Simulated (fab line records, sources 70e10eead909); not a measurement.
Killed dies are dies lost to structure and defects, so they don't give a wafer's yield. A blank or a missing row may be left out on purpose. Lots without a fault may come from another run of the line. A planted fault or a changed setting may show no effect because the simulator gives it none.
fab line records | flow nand_harc
record lots=24 wafers=72 last_day=24
route steps=1159 shown A_STAIRCASE@555
lots that met no fault: from a run of the same line without faults
start_h: hours from the record's first day to the start of the lot's first wafer shown | wait_h: hours since the lot's step before | " the same as in the row above | L1.1+2: a row that stands for several wafers | - no value, or no start given | * or withheld: withheld | < > ~ a bound
route shown NAME@n: a module of which the file shows steps, and the number in the route of the first | usual: mean/standard deviation of fault-free wafers | same: alike in all rows | chamber/n: place in a boat | sites: the reading at each site | _std_site: their standard deviation | _edge_site: outer sites' mean less inner sites' | radius_mm: how far each site lies from the wafer's centre | mask NAME#n: copy n | behind: the tool/chamber that last shaped the wafer | hold: why the lot was held/for how many hours/how that ended | device: the transistor (n, p or np) that didn't switch | end of line: the same wafers' tests at the end of the route | a step without rows: its recipe alone | killed: dies lost to structure and defects at the first sort, not the wafer's yield | map: a wafer's dies, x killed, . not, _ none there
set.NAME: the setting as run; set.NAME@STEP: as run at that earlier step | model.NAME: the simulator's own value behind a step, which no gauge read
steps of the route over a sample of lots; a table a step, a row a wafer
services: from which hour (start_h, from the record's first day; less than 0 if before it) a tool's chamber was out of use, for how many hours, and why
## steps
# step NHARC_A_STAIRCASE_ETCH_19
# recipe target_depth_a=1000 time_s=40.5 ion_energy_ev=400 c4f8_flow_sccm=20 o2_flow_sccm=10 ar_flow_sccm=withheld rf_w=600 bias_w=1000 chemistry=C4F8/O2
# usual oes_product_au=0.945/0.01 rf_vpp_V=894/4.8
# columns lot.wafer tool chamber start_h wait_h oes_product_au rf_hours_counter_h rf_vpp_V
L076.1 rie_diel-08 3 - - 0.946 48 888
L076.5 " 2 " " 0.927 - 889
L076.6 " 3 " " 0.952 - 888
L074.4 rie_diel-07 0 - - 0.966 2 905
L074.2 " 1 " " 0.958 2 896
L074.3 " 2 " " 0.959 2 898
L075.3 rie_diel-08 2 - - 0.939 33 889
L075.6 " 2 " " 0.938 - 891
L075.4 " 0 " " 0.953 - 889
L079.1 rie_diel-01 2 - - 0.946 42 900
L079.2 " 3 " " 0.932 41 893
L079.6 " 1 " " 0.947 - 890
L077.1 rie_diel-07 1 - - 0.947 5 893
L077.6 " 2 " " 0.954 - 897
L077.5 " 3 " " 0.938 - 896
L078.4 rie_diel-07 2 - - 0.958 4 899
L078.2 " 3 " " 0.959 5 896
L078.1 " 1 " " 0.958 5 894
L080.1 rie_diel-01 2 - - 0.944 47 898
L080.3 " 0 " " 0.938 50 887
L080.6 " 2 " " 0.942 - 901
L081.1 rie_diel-07 2 - - 0.946 8 897
L081.2 " 0 " " 0.944 7 907
L081.6 " 3 " " 0.940 - 895
L082.2 rie_diel-01 3 - - 0.933 55 894
L082.3 " 0 " " 0.939 60 889
L082.6 " 1 " " 0.933 - 889
L084.2 rie_diel-08 3 - - 0.938 62 888
L084.1 " 0 " " 0.957 62 889
L084.5 " 1 " " 0.945 - 894
L083.3 rie_diel-07 2 - - 0.949 19 897
L083.1 " 3 " " 0.954 19 893
L083.6 " 1 " " 0.960 - 895
L086.1 rie_diel-01 0 - - 0.950 63 888
L086.5 " 1 " " 0.936 - 889
L086.6 " 2 " " 0.933 - 900
L088.3 rie_diel-01 0 - - 0.937 64 887
L088.2 " 1 " " 0.936 67 888
L088.6 " 0 " " 0.941 - 888
L085.1 rie_diel-01 2 - - 0.938 63 899
L085.4 " 3 " " 0.925 60 892
L085.6 " 1 " " 0.953 - 890
L087.1 rie_diel-07 2 - - 0.953 31 896
L087.3 " 3 " " 0.933 31 893
L087.4 " 2 " " 0.946 - 897
L089.1 rie_diel-01 2 - - 0.934 1 899
L089.5 " 3 " " 0.933 - 894
L089.6 " 0 " " 0.958 - 889
L090.4 rie_diel-08 3 - - 0.943 16 888
L090.6 " 0 " " 0.950 - 889
L090.5 " 1 " " 0.933 - 895
L091.1 rie_diel-07 0 - - 0.948 34 903
L091.4 " 2 " " 0.948 40 897
L091.3 " 3 " " 0.932 39 894
L092.4 rie_diel-01 0 - - 0.952 11 887
L092.5 " 2 " " 0.948 - 898
L092.6 " 3 " " 0.933 - 893
L094.4 rie_diel-07 0 - - 0.949 35 904
L094.6 " 0 " " 0.951 - 902
L094.5 " 1 " " 0.951 - 893
L093.4 rie_diel-01 2 - - 0.948 10 899
L093.1 " 3 " " 0.927 12 894
L093.3 " 0 " " 0.951 12 887
L095.4 rie_diel-08 3 - - 0.959 26 887
L095.1 " 0 " " 0.938 25 889
L095.2 " 1 " " 0.932 15 894
L096.3 rie_diel-08 2 - - 0.937 27 891
L096.4 " 1 " " 0.934 20 894
L096.6 " 3 " " 0.951 - 887
L097.1 rie_diel-07 1 - - 0.935 49 895
L097.2 " 2 " " 0.944 51 895
L097.4 " 3 " " 0.963 52 894
# step NHARC_A_STAIRCASE_ETCH_27
# recipe target_depth_a=1000 time_s=40.5 ion_energy_ev=400 c4f8_flow_sccm=20 o2_flow_sccm=10 ar_flow_sccm=withheld rf_w=600 bias_w=1000 chemistry=C4F8/O2
# usual oes_product_au=0.944/0.015 rf_vpp_V=895/5
# columns lot.wafer tool chamber start_h wait_h oes_product_au rf_hours_counter_h rf_vpp_V
L076.1 rie_diel-08 2 - - 0.931 32 893
L076.5 " 2 " " 0.941 - 890
L076.6 " 1 " " 0.947 - 895
L074.2 rie_diel-01 3 - - 0.913 39 893
L074.4 " 1 " " 0.955 44 891
L074.3 " 2 " " 0.942 40 900
L075.4 rie_diel-07 0 - - 0.959 4 906
L075.3 " 1 " " 0.952 4 895
L075.6 " 0 " " 0.951 - 906
L079.1 rie_diel-08 0 - - 0.950 49 890
L079.2 " 2 " " 0.940 35 889
L079.6 " 1 " " 0.940 - 895
L077.1 rie_diel-01 0 - - 0.939 46 889
L077.5 " 0 " " 0.947 - 887
L077.6 " 1 " " 0.945 - 889
L078.2 rie_diel-07 3 - - 0.941 5 895
L078.1 " 0 " " 0.958 6 905
L078.4 " 2 " " 0.953 5 897
L081.2 rie_diel-07 1 - - 0.949 8 894
L081.1 " 2 " " 0.953 8 898
L081.6 " 0 " " 0.933 - 906
L080.3 rie_diel-01 2 - - 0.943 47 901
L080.1 " 0 " " 0.950 50 889
L080.6 " 2 " " 0.939 - 899
L082.3 rie_diel-08 0 - - 0.957 63 889
L082.2 " 1 " " 0.938 55 894
L082.6 " 2 " " 0.953 - 891
L084.2 rie_diel-01 1 - - 0.941 64 889
L084.1 " 2 " " 0.928 59 900
L084.5 " 0 " " 0.955 - 887
L083.1 rie_diel-07 2 - - 0.933 20 897
L083.3 " 0 " " 0.938 19 905
L083.6 " 2 " " 0.930 - 897
L086.1 rie_diel-07 2 - - 0.934 23 896
L086.6 " 1 " " 0.938 - 894
L086.5 " 2 " " 0.930 - 896
L088.2 rie_diel-07 1 - - 0.940 22 894
L088.3 " 3 " " 0.934 23 896
L088.6 " 0 " " 0.920 - 904
L085.1 rie_diel-07 3 - - 0.933 24 894
L085.4 " 1 " " 0.942 23 895
L085.6 " 3 " " 0.942 - 894
L087.4 rie_diel-07 1 - - 0.933 31 895
L087.1 " 2 " " 0.934 32 896
L087.3 " 3 " " 0.932 32 895
L089.1 rie_diel-07 0 - - 1.013 27 904
L089.6 " 3 " " 0.933 - 896
L089.5 " 0 " " 1.005 - 903
L090.4 rie_diel-08 2 - - 0.931 14 890
L090.6 " 3 " " 0.933 - 888
L090.5 " 0 " " 0.950 - 889
L091.3 rie_diel-01 3 - - 0.926 12 893
L091.4 " 0 " " 0.947 11 888
L091.1 " 2 " " 0.942 9 900
L092.4 rie_diel-01 3 - - 0.935 12 894
L092.5 " 3 " " 0.948 - 895
L092.6 " 0 " " 0.952 - 889
L094.4 rie_diel-07 0 - - 0.944 36 906
L094.6 " 1 " " 0.929 - 894
L094.5 " 2 " " 0.937 - 898
L093.4 rie_diel-07 1 - - 0.966 40 894
L093.3 " 2 " " 0.955 42 898
L093.1 " 0 " " 0.943 36 904
L095.1 rie_diel-08 1 - - 0.935 15 893
L095.4 " 2 " " 0.936 24 890
L095.2 " 3 " " 0.954 26 889
L096.4 rie_diel-07 2 - - 0.944 51 896
L096.3 " 0 " " 0.955 46 903
L096.6 " 1 " " 0.950 - 894
L097.1 rie_diel-07 0 - - 0.963 47 904
L097.2 " 1 " " 0.950 49 895
L097.4 " 2 " " 0.956 52 895
# step NHARC_A_STAIRCASE_TRIM_222
# recipe time_s=211.2 o2_flow_sccm=500 ar_flow_sccm=0 bias_w=0 chemistry=O2
# usual drypump_motor_current_A=5.7/0.38 oes_product_au=1.003/0.0095 rf_vpp_V=57.6/0.84 showerhead_plenum_p_Torr=3.45/0.12 throttle_valve_pct=17.036/0.0092
# columns lot.wafer tool chamber start_h wait_h drypump_motor_current_A oes_product_au rf_hours_counter_h rf_vpp_V showerhead_plenum_p_Torr throttle_valve_pct
L076.1 rie_diel-08 1 - - 5.5 0.991 40 58.4 3.49 17.040
L076.6 " 1 " " 5.5 0.992 - 57.7 3.49 17.051
L076.5 " 2 " " 6.0 0.985 - 58.0 3.39 17.041
L074.3 rie_diel-08 0 - - 5.7 1.011 49 57.4 3.34 17.035
L074.2 " 1 " " 5.5 1.002 41 57.7 3.49 17.032
L074.4 " 3 " " 5.6 1.012 49 57.3 3.33 17.032
L075.3 rie_diel-01 0 - - 6.7 1.013 46 58.2 3.31 17.026
L075.4 " 3 " " 5.4 0.977 42 57.7 3.48 17.044
L075.6 " 0 " " 6.7 1.009 - 58.1 3.31 17.024
L079.2 rie_diel-08 1 - - 5.5 1.007 45 56.6 3.49 17.022
L079.1 " 0 " " 5.8 1.016 53 57.5 3.33 17.027
L079.6 " 0 " " 5.7 1.022 - 57.7 3.33 17.025
L077.1 rie_diel-01 0 - - 6.7 1.018 51 57.2 3.31 17.050
L077.6 " 0 " " 6.7 1.012 - 56.4 3.31 17.052
L077.5 " 1 " " 5.1 1.010 - 56.4 3.35 17.044
L078.1 rie_diel-08 3 - - 5.5 1.010 54 56.7 3.33 17.035
L078.2 " 0 " " 5.8 1.024 54 59.0 3.33 17.028
L078.4 " 0 " " 5.7 1.018 - 56.3 3.33 17.037
L081.2 rie_diel-07 2 - - 5.9 1.016 11 57.6 3.56 17.042
L081.1 " 0 " " 5.8 1.020 10 59.7 3.76 17.041
L081.6 " 1 " " 5.6 1.020 - 56.9 3.50 17.044
L080.1 rie_diel-08 2 - - 6.0 0.997 39 57.5 3.39 17.039
L080.3 " 3 " " 5.6 1.009 57 56.2 3.33 17.036
L080.6 " 1 " " 5.5 1.008 - 57.3 3.49 17.046
L082.2 rie_diel-07 2 - - 5.9 1.002 20 56.9 3.55 17.030
L082.3 " 0 " " 5.8 1.009 20 57.9 3.76 17.037
L082.6 " 3 " " 5.3 0.993 - 57.6 3.49 17.039
L084.1 rie_diel-07 1 - - 5.7 1.016 20 57.1 3.50 17.037
L084.2 " 2 " " 5.9 0.999 21 58.2 3.55 17.043
L084.5 " 2 " " 5.9 1.004 - 58.5 3.55 17.039
L083.1 rie_diel-08 0 - - 5.8 0.993 1 57.4 3.33 17.036
L083.3 " 1 " " 5.5 0.987 1 57.2 3.48 17.047
L083.6 " 3 " " 5.5 0.996 - 58.8 3.33 17.045
L086.1 rie_diel-07 3 - - 5.2 1.004 25 57.3 3.49 17.050
L086.6 " 1 " " 5.6 1.018 - 57.8 3.50 17.016
L086.5 " 2 " " 6.0 1.013 - 56.6 3.55 17.038
L088.2 rie_diel-07 2 - - 5.9 1.008 26 57.9 3.55 17.037
L088.3 " 1 " " 5.6 1.000 25 58.3 3.50 17.043
L088.6 " 3 " " 5.3 0.989 - 57.7 3.49 17.042
L085.1 rie_diel-08 2 - - 6.0 1.010 5 56.1 3.38 17.030
L085.4 " 3 " " 5.6 1.002 7 57.6 3.32 17.048
L085.6 " 1 " " 5.5 0.994 - 57.8 3.48 17.021
L089.1 rie_diel-08 3 - - 5.6 1.002 14 56.8 3.32 17.038
L089.5 " 3 " " 5.5 1.004 - 58.2 3.32 17.039
L089.6 " 0 " " 5.8 1.007 - 58.6 3.32 17.044
L087.4 rie_diel-01 0 - - 6.7 1.014 7 57.4 3.30 17.032
L087.3 " 1 " " 5.1 0.997 5 57.1 3.34 17.022
L087.1 " 2 " " 6.1 0.995 5 58.2 3.61 17.064
L090.4 rie_diel-07 1 - - 5.6 1.008 38 56.8 3.49 17.028
L090.5 " 0 " " 5.8 1.002 - 58.5 3.75 17.033
L090.6 " 1 " " 5.7 0.998 - 57.9 3.49 17.041
L091.1 rie_diel-01 1 - - 5.1 0.997 11 58.5 3.34 17.031
L091.4 " 3 " " 5.4 0.992 14 55.6 3.46 17.039
L091.3 " 0 " " 6.7 1.002 14 57.6 3.29 17.041
L092.4 rie_diel-07 1 - - 5.6 1.000 41 57.3 3.49 17.034
L092.6 " 1 " " 5.6 1.020 - 56.9 3.49 17.031
L092.5 " 2 " " 5.9 1.005 - 56.9 3.54 17.023
L094.4 rie_diel-01 0 - - 6.7 1.012 15 56.3 3.29 17.029
L094.6 " 2 " " 6.0 1.013 - 58.9 3.61 17.026
L094.5 " 3 " " 5.4 0.999 - 57.0 3.46 17.044
L093.1 rie_diel-08 3 - - 5.6 1.004 23 58.1 3.31 17.041
L093.3 " 2 " " 6.0 0.998 20 56.4 3.37 17.033
L093.4 " 0 " " 5.7 1.006 - 57.7 3.32 17.031
L095.1 rie_diel-08 0 - - 5.8 1.007 31 57.2 3.31 17.032
L095.2 " 2 " " 6.0 1.005 27 57.3 3.37 17.043
L095.4 " 3 " " 5.6 0.997 30 56.7 3.31 17.037
L096.3 rie_diel-01 2 - - 6.0 0.999 20 58.1 3.60 17.039
L096.4 " 1 " " 5.1 0.990 19 58.5 3.33 17.051
L096.6 " 3 " " 5.4 0.986 - 59.1 3.46 17.040
L097.4 rie_diel-01 1 - - 5.1 1.002 20 56.6 3.33 17.053
L097.1 " 2 " " 6.0 1.013 21 58.8 3.60 17.032
L097.2 " 0 " " 6.7 1.018 23 58.1 3.29 17.042
# step NHARC_A_STAIRCASE_TRIM_226
# recipe time_s=211.2 o2_flow_sccm=500 ar_flow_sccm=0 bias_w=0 chemistry=O2
# usual drypump_motor_current_A=5.7/0.38 oes_product_au=1.002/0.009 rf_vpp_V=57.7/0.9 showerhead_plenum_p_Torr=3.45/0.13 throttle_valve_pct=17.036/0.0094
# columns lot.wafer tool chamber start_h wait_h drypump_motor_current_A oes_product_au rf_hours_counter_h rf_vpp_V showerhead_plenum_p_Torr throttle_valve_pct
L076.1 rie_diel-08 3 - - 5.6 1.003 48 58.7 3.33 17.037
L076.5 " 0 " " 5.8 1.016 - 57.4 3.34 17.037
L076.6 " 1 " " 5.5 1.001 - 56.9 3.49 17.023
L074.2 rie_diel-08 2 - - 6.0 0.980 35 57.4 3.39 17.032
L074.3 " 3 " " 5.5 1.003 49 57.0 3.33 17.025
L074.4 " 1 " " 5.5 0.997 41 56.5 3.49 17.039
L075.3 rie_diel-01 1 - - 5.1 1.009 48 57.6 3.36 17.041
L075.4 " 2 " " 6.0 0.994 44 57.3 3.63 17.042
L075.6 " 0 " " 6.7 1.010 - 56.0 3.31 17.024
L079.2 rie_diel-08 1 - - 5.6 1.003 46 57.6 3.49 17.038
L079.1 " 0 " " 5.8 1.018 54 57.8 3.33 17.020
L079.6 " 3 " " 5.6 1.001 - 57.7 3.33 17.011
L078.1 rie_diel-08 3 - - 5.6 1.005 55 58.4 3.33 17.016
L078.2 " 0 " " 5.8 1.011 55 56.0 3.33 17.045
L078.4 " 1 " " 5.5 1.007 47 57.5 3.49 17.039
L077.1 rie_diel-01 3 - - 5.3 0.975 48 58.1 3.48 17.057
L077.5 " 2 " " 6.0 1.001 - 58.5 3.62 17.040
L077.6 " 3 " " 5.3 0.974 - 58.7 3.48 17.045
L080.3 rie_diel-08 3 - - 5.6 1.009 57 58.1 3.33 17.056
L080.1 " 1 " " 5.5 1.011 50 58.6 3.49 17.048
L080.6 " 2 " " 6.0 1.003 - 56.8 3.39 17.046
L081.1 rie_diel-07 0 - - 5.8 1.007 11 57.9 3.76 17.045
L081.2 " 1 " " 5.7 1.007 11 57.6 3.50 17.036
L081.6 " 3 " " 5.3 1.000 - 57.3 3.50 17.031
L082.3 rie_diel-07 1 - - 5.7 1.011 20 56.0 3.50 17.020
L082.2 " 2 " " 6.0 1.018 21 58.3 3.55 17.025
L082.6 " 2 " " 6.0 1.004 - 57.1 3.55 17.043
L084.2 rie_diel-07 1 - - 5.7 1.003 21 57.8 3.50 17.044
L084.1 " 3 " " 5.3 0.994 21 59.1 3.49 17.035
L084.5 " 1 " " 5.7 1.010 - 58.2 3.50 17.039
L083.1 rie_diel-08 3 - - 5.5 1.000 1 58.6 3.33 17.022
L083.3 " 0 " " 5.8 1.000 1 56.6 3.33 17.040
L083.6 " 3 " " 5.6 0.997 - 57.2 3.33 17.018
L086.1 rie_diel-07 1 - - 5.6 1.007 24 57.1 3.50 17.033
L086.5 " 0 " " 5.8 0.999 - 58.0 3.76 17.054
L086.6 " 1 " " 5.6 1.017 - 59.1 3.50 17.041
L088.3 rie_diel-07 2 - - 6.0 1.006 28 58.4 3.55 17.033
L088.2 " 0 " " 5.8 1.006 26 58.1 3.75 17.034
L088.6 " 2 " " 5.9 1.001 - 57.5 3.55 17.024
L085.1 rie_diel-08 3 - - 5.6 0.999 8 57.2 3.32 17.028
L085.4 " 2 " " 6.0 0.994 5 56.7 3.38 17.024
L085.6 " 0 " " 5.8 0.987 - 58.2 3.32 17.036
L089.1 rie_diel-08 1 - - 5.5 0.996 12 58.0 3.48 17.039
L089.6 " 0 " " 5.8 0.995 - 57.0 3.32 17.033
L089.5 " 1 " " 5.5 0.996 - 56.2 3.48 17.027
L087.3 rie_diel-01 3 - - 5.4 1.005 7 57.1 3.47 17.045
L087.4 " 0 " " 6.8 1.009 7 57.4 3.30 17.040
L087.1 " 1 " " 5.1 0.991 6 57.6 3.34 17.032
L090.4 rie_diel-07 3 - - 5.3 0.996 39 58.4 3.48 17.028
L090.5 " 3 " " 5.3 0.984 - 57.3 3.48 17.030
L090.6 " 0 " " 5.8 1.008 - 58.6 3.75 17.028
L092.4 rie_diel-07 2 - - 5.9 1.008 43 58.8 3.54 17.047
L092.6 " 0 " " 5.8 1.014 - 59.1 3.75 17.040
L092.5 " 1 " " 5.6 1.016 - 57.5 3.49 17.010
L091.4 rie_diel-01 3 - - 5.4 0.982 15 57.8 3.46 17.043
L091.1 " 1 " " 5.1 0.990 12 59.1 3.34 17.024
L091.3 " 2 " " 6.0 1.003 12 57.5 3.61 17.029
L094.4 rie_diel-01 0 - - 6.7 1.002 15 56.3 3.29 17.034
L094.6 " 2 " " 6.0 1.004 - 58.6 3.61 17.043
L094.5 " 3 " " 5.4 0.995 - 56.6 3.46 17.041
L093.1 rie_diel-08 2 - - 6.0 0.991 20 57.4 3.37 17.031
L093.3 " 3 " " 5.6 0.996 23 59.1 3.31 17.022
L093.4 " 3 " " 5.6 1.006 - 56.7 3.31 17.027
L095.2 rie_diel-08 2 - - 6.0 1.003 27 58.7 3.37 17.029
L095.4 " 3 " " 5.5 0.991 31 57.2 3.31 17.042
L095.1 " 0 " " 5.7 1.013 31 57.6 3.31 17.042
L096.4 rie_diel-01 2 - - 6.0 0.997 20 58.2 3.60 17.044
L096.3 " 3 " " 5.4 0.999 23 59.5 3.46 17.029
L096.6 " 1 " " 5.1 0.994 - 56.9 3.33 17.018
L097.1 rie_diel-01 1 - - 5.1 1.002 20 56.1 3.33 17.031
L097.2 " 2 " " 6.0 1.008 21 57.0 3.60 17.030
L097.4 " 0 " " 6.7 1.009 24 57.5 3.29 17.040
# step NHARC_A_STAIRCASE_TRIM_231
# recipe time_s=211.2 o2_flow_sccm=500 ar_flow_sccm=0 bias_w=0 chemistry=O2
# usual drypump_motor_current_A=5.8/0.43 oes_product_au=1.004/0.0086 rf_vpp_V=57.6/0.86 showerhead_plenum_p_Torr=3.43/0.13 throttle_valve_pct=17.037/0.0094
# columns lot.wafer tool chamber start_h wait_h drypump_motor_current_A oes_product_au rf_hours_counter_h rf_vpp_V showerhead_plenum_p_Torr throttle_valve_pct
L076.1 rie_diel-01 1 - - 5.1 0.996 47 57.7 3.36 17.029
L076.6 " 1 " " 5.1 1.012 - 58.1 3.36 17.037
L076.5 " 2 " " 6.0 1.002 - 57.6 3.63 17.026
L074.2 rie_diel-08 3 - - 5.6 1.012 49 56.5 3.33 17.025
L074.4 " 1 " " 5.5 1.008 41 56.1 3.49 17.063
L074.3 " 2 " " 6.0 0.997 35 57.1 3.39 17.013
L075.3 rie_diel-08 1 - - 5.5 1.008 42 57.9 3.49 17.056
L075.6 " 1 " " 5.5 1.010 - 58.3 3.49 17.044
L075.4 " 3 " " 5.5 1.009 - 58.0 3.33 17.044
L079.1 rie_diel-01 1 - - 5.1 0.999 53 58.5 3.35 17.047
L079.2 " 2 " " 6.0 0.993 50 57.2 3.62 17.031
L079.6 " 0 " " 6.7 1.011 - 55.9 3.31 17.033
L078.2 rie_diel-08 2 - - 5.9 1.003 36 58.2 3.39 17.026
L078.1 " 0 " " 5.8 1.013 55 56.6 3.33 17.026
L078.4 " 1 " " 5.5 1.002 47 57.3 3.49 17.027
L077.1 rie_diel-08 2 - - 6.0 0.995 37 56.6 3.39 17.026
L077.5 " 0 " " 5.7 1.007 - 57.8 3.33 17.036
L077.6 " 1 " " 5.5 0.998 - 58.0 3.49 17.035
L080.3 rie_diel-07 2 - - 5.9 1.017 12 57.1 3.56 17.049
L080.1 " 3 " " 5.2 0.989 11 58.3 3.50 17.023
L080.6 " 2 " " 6.0 1.004 - 58.1 3.56 17.042
L081.1 rie_diel-08 3 - - 5.6 1.016 58 59.0 3.33 17.033
L081.2 " 2 " " 6.0 0.996 39 57.7 3.39 17.030
L081.6 " 0 " " 5.8 1.016 - 56.4 3.33 17.038
L082.3 rie_diel-01 0 - - 6.7 1.015 64 56.7 3.30 17.028
L082.2 " 3 " " 5.4 0.991 59 56.8 3.47 17.043
L082.6 " 0 " " 6.7 1.000 - 57.3 3.30 17.036
L084.1 rie_diel-07 2 - - 6.0 1.012 22 57.8 3.55 17.034
L084.2 " 3 " " 5.3 1.002 22 57.7 3.49 17.039
L084.5 " 2 " " 6.0 1.008 - 58.1 3.55 17.033
L083.1 rie_diel-08 2 - - 6.0 0.997 1 56.7 3.38 17.036
L083.3 " 3 " " 5.5 1.004 1 58.5 3.33 17.039
L083.6 " 3 " " 5.5 0.999 - 56.9 3.33 17.029
L086.1 rie_diel-07 3 - - 5.3 1.001 28 58.7 3.49 17.032
L086.5 " 0 " " 5.8 1.003 - 58.7 3.75 17.032
L086.6 " 1 " " 5.6 1.010 - 59.8 3.50 17.025
L088.3 rie_diel-07 1 - - 5.7 1.025 27 56.4 3.49 17.049
L088.2 " 2 " " 5.9 1.014 29 59.7 3.55 17.048
L088.6 " 1 " " 5.6 1.016 - 58.2 3.50 17.045
L085.1 rie_diel-01 2 - - 6.0 0.994 0 57.4 3.61 17.040
L085.4 " 3 " " 5.4 0.988 0 56.8 3.47 17.042
L085.6 " 0 " " 6.8 0.998 - 58.4 3.30 17.046
L089.1 rie_diel-08 3 - - 5.5 1.017 15 55.6 3.32 17.023
L089.6 " 2 " " 6.0 0.995 - 58.0 3.38 17.042
L089.5 " 3 " " 5.6 1.005 - 58.5 3.32 17.037
L087.1 rie_diel-01 3 - - 5.4 1.000 7 57.9 3.47 17.037
L087.4 " 1 " " 5.1 1.009 6 58.0 3.34 17.034
L087.3 " 2 " " 6.1 0.998 6 58.1 3.61 17.035
L090.4 rie_diel-01 2 - - 6.0 1.000 8 58.1 3.61 17.046
L090.6 " 1 " " 5.1 1.010 - 58.1 3.34 17.042
L090.5 " 2 " " 6.0 0.999 - 57.3 3.61 17.026
L092.4 rie_diel-01 1 - - 5.1 1.004 12 57.5 3.34 17.052
L092.5 " 3 " " 5.3 1.016 - 57.3 3.46 17.023
L092.6 " 0 " " 6.7 1.010 - 58.0 3.29 17.036
L091.1 rie_diel-08 3 - - 5.5 1.004 22 57.1 3.32 17.034
L091.3 " 0 " " 5.8 1.003 21 56.9 3.32 17.045
L091.4 " 3 " " 5.5 1.003 - 58.5 3.31 17.036
L094.4 rie_diel-01 1 - - 5.1 0.990 13 57.2 3.34 17.040
L094.5 " 2 " " 6.0 1.004 - 58.0 3.61 17.053
L094.6 " 3 " " 5.4 0.993 - 59.2 3.46 17.035
L093.1 rie_diel-07 0 - - 5.8 1.009 39 58.8 3.75 17.032
L093.3 " 1 " " 5.6 1.007 43 57.7 3.49 17.052
L093.4 " 3 " " 5.3 0.986 44 57.8 3.48 17.035
L095.2 rie_diel-08 2 - - 6.0 0.995 28 58.0 3.37 17.032
L095.4 " 3 " " 5.6 0.984 31 57.0 3.31 17.032
L095.1 " 0 " " 5.8 1.004 31 57.1 3.31 17.017
L096.3 rie_diel-08 1 - - 5.5 1.002 22 56.9 3.47 17.054
L096.4 " 2 " " 6.0 0.998 29 58.3 3.37 17.023
L096.6 " 3 " " 5.6 0.994 - 56.1 3.31 17.029
L097.2 rie_diel-01 0 - - 6.7 1.013 24 57.1 3.29 17.025
L097.1 " 3 " " 5.3 0.993 25 58.5 3.46 17.016
L097.4 " 3 " " 5.4 0.999 - 57.4 3.46 17.034
# step NHARC_A_STAIRCASE_STRIP_238
# recipe power_w=1500 temp_c=250 chemistry=O2
# usual drypump_motor_current_A=5.7/0.44 heater_power_w=327/24
# columns lot.wafer tool chamber start_h wait_h drypump_motor_current_A heater_power_w rf_hours_counter_h
L076.1 plasma_asher-02 0 262.76 0.1 5.4 321 24
L076.6 " 0 " " 5.4 316 -
L076.5 " 1 " " 6.4 370 -
L074.2 plasma_asher-02 0 263.79 0.1 5.4 310 25
L074.3 " 0 " " 5.4 313 -
L074.4 " 1 " " 6.3 369 -
L075.3 plasma_asher-01 1 267.02 0.2 5.2 327 -
L075.4 " 0 " " 5.9 318 -
L075.6 " 1 " " 5.2 314 -
L079.1 plasma_asher-01 0 273.75 0.1 5.9 317 56
L079.2 " 1 " " 5.2 324 56
L079.6 " 0 " " 5.9 317 -
L078.1 plasma_asher-02 0 274.44 0.1 5.4 316 28
L078.2 " 1 " " 6.3 371 28
L078.4 " 0 " " 5.4 316 -
L077.1 plasma_asher-01 1 275.10 0.2 5.2 328 57
L077.6 " 1 " " 5.2 324 -
L077.5 " 0 " " 5.9 321 -
L080.1 plasma_asher-02 1 278.90 0.1 6.3 384 31
L080.3 " 1 " " 6.3 367 -
L080.6 " 0 " " 5.4 309 -
L081.2 plasma_asher-02 0 279.19 0.2 5.4 306 31
L081.1 " 1 " " 6.3 373 31
L081.6 " 0 " " 5.4 311 -
L082.2 plasma_asher-01 0 310.01 0.2 5.9 312 7
L082.3 " 1 " " 5.2 321 -
L082.6 " 1 " " 5.2 319 -
L084.2 plasma_asher-01 1 311.36 0.1 5.2 328 8
L084.1 " 0 " " 5.9 303 8
L084.5 " 0 " " 6.0 314 -
L083.1 plasma_asher-01 1 315.53 0.1 5.2 321 10
L083.3 " 0 " " 5.9 312 -
L083.6 " 0 " " 5.9 306 -
L086.1 plasma_asher-02 0 320.34 0.1 5.4 318 45
L086.5 " 1 " " 6.3 371 -
L086.6 " 0 " " 5.4 321 -
L088.2 plasma_asher-01 0 321.28 0.1 5.9 290 12
L088.3 " 1 " " 5.2 330 -
L088.6 " 1 " " 5.2 328 -
L085.1 plasma_asher-02 1 325.13 0.1 6.3 372 47
L085.4 " 0 " " 5.4 317 -
L085.6 " 0 " " 5.4 308 -
L089.1 plasma_asher-02 0 338.72 0.1 5.4 311 52
L089.5 " 1 " " 6.3 373 -
L089.6 " 0 " " 5.4 316 -
L087.1 plasma_asher-01 1 339.75 0.1 5.2 325 17
L087.4 " 0 " " 5.9 301 -
L087.3 " 1 " " 5.2 313 -
L090.4 plasma_asher-02 0 349.39 0.2 5.4 309 -
L090.5 " 0 " " 5.4 318 -
L090.6 " 1 " " 6.3 366 -
L092.4 plasma_asher-01 0 360.62 0.2 5.9 307 -
L092.5 " 1 " " 5.2 323 -
L092.6 " 0 " " 6.0 310 -
L091.1 plasma_asher-01 1 360.76 0.3 5.2 325 24
L091.4 " 1 " " 5.2 324 -
L091.3 " 0 " " 5.9 305 -
L094.4 plasma_asher-01 0 364.20 1.1 5.9 308 -
L094.5 " 1 " " 5.2 318 -
L094.6 " 0 " " 5.9 290 -
L093.1 plasma_asher-01 1 364.39 0.9 5.2 317 27
L093.3 " 0 " " 5.9 307 -
L093.4 " 1 " " 5.2 323 -
L095.2 plasma_asher-01 1 379.32 0.1 5.2 320 35
L095.1 " 0 " " 5.9 296 35
L095.4 " 0 " " 5.9 310 -
L096.4 plasma_asher-01 1 385.09 0.3 5.2 323 -
L096.3 " 0 " " 5.9 307 -
L096.6 " 0 " " 5.9 304 -
L097.1 plasma_asher-02 0 387.44 0.1 5.4 312 6
L097.2 " 1 " " 6.3 348 6
L097.4 " 1 " " 6.3 350 -
## services
# columns tool chamber start_h hours kind
rie_diel-08 0 232.99 - clean
rie_diel-08 1 232.99 - clean
rie_diel-08 2 232.99 - clean
rie_diel-08 3 232.99 - clean
rie_diel-08 - 236.07 1.2 repair
rie_diel-07 0 237.51 - clean
rie_diel-07 1 237.51 - clean
rie_diel-07 2 237.51 - clean
rie_diel-07 3 237.51 - clean
rie_diel-08 3 254.08 6.2 repair
rie_diel-08 0 257.49 - clean
rie_diel-08 1 257.49 - clean
rie_diel-08 2 257.49 - clean
rie_diel-07 0 262.13 - clean
rie_diel-07 1 262.13 - clean
rie_diel-07 2 262.13 - clean
rie_diel-07 3 262.13 - clean
plasma_asher-01 - 276.00 9.0 pm
rie_diel-08 - 302.88 9.0 pm
rie_diel-01 - 314.93 9.0 pm
rie_diel-08 - 321.30 0.4 repair
rie_diel-08 1 348.57 18.6 repair
plasma_asher-02 - 360.00 9.0 pm
rie_diel-01 1 385.95 10.3 repair
## key
fault none
